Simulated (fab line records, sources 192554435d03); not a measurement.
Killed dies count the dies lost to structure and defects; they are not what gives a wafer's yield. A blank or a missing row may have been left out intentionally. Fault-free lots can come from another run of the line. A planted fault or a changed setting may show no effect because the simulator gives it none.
Matching of chambers / flow n5 finfet / N5_BEOL_M5_ETCH_62 on rie diel-06: 4 sister chambers
The step etches SOC in N2/H2, target depth 75 nm, overetch 15 nm, time 112.5 s. 4 wafers are shown with their chamber, then 9 later ones without.

WAFERS PAIRED WITH THEIR CHAMBERS
wafer=L079.2; chamber=2; showerhead plenum p Torr (Torr)=2.63
wafer=L080.4; chamber=3; showerhead plenum p Torr (Torr)=2.41
wafer=L087.4; chamber=1; showerhead plenum p Torr (Torr)=2.34
wafer=L087.6; chamber=0; showerhead plenum p Torr (Torr)=2.49

WAFERS WITH NO CHAMBER GIVEN
wafer=L091.1; showerhead plenum p Torr (Torr)=2.34
wafer=L091.3; showerhead plenum p Torr (Torr)=2.62
wafer=L091.4; showerhead plenum p Torr (Torr)=2.73
wafer=L094.2; showerhead plenum p Torr (Torr)=2.48
wafer=L094.5; showerhead plenum p Torr (Torr)=2.72
wafer=L094.6; showerhead plenum p Torr (Torr)=2.48
wafer=L096.1; showerhead plenum p Torr (Torr)=2.34
wafer=L096.2; showerhead plenum p Torr (Torr)=2.62
wafer=L096.6; showerhead plenum p Torr (Torr)=2.48

THE CHAMBER EACH PASSED THROUGH
wafer=L091.1; from the rows above=can't be placed: 1 or 3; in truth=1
wafer=L091.3; from the rows above=2; in truth=2
wafer=L091.4; from the rows above=2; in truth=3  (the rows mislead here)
wafer=L094.2; from the rows above=can't be placed: 0 or 3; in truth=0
wafer=L094.5; from the rows above=2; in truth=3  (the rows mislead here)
wafer=L094.6; from the rows above=can't be placed: 0 or 3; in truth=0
wafer=L096.1; from the rows above=can't be placed: 1 or 3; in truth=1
wafer=L096.2; from the rows above=2; in truth=2
wafer=L096.6; from the rows above=can't be placed: 0 or 3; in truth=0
Correctly placed: 2 of 9. Not placeable from these rows: 5 (in 5, the candidates include the true chamber). Wrongly placed: 2.
How it was worked out, from the rows above alone: a wafer's distance from a chamber is the root of the sum, over the readings, of the square of ((its reading less the chamber's mean) divided by the reading's scatter). If the next closest chamber is less than 2 further off than the closest, the wafer can't be placed; otherwise it belongs to the closest. The mean given for a chamber averages the wafers shown for that chamber. The scatter: root of mean squared gap, hidden wafer to nearest shown wafer, with one shown wafer a chamber.
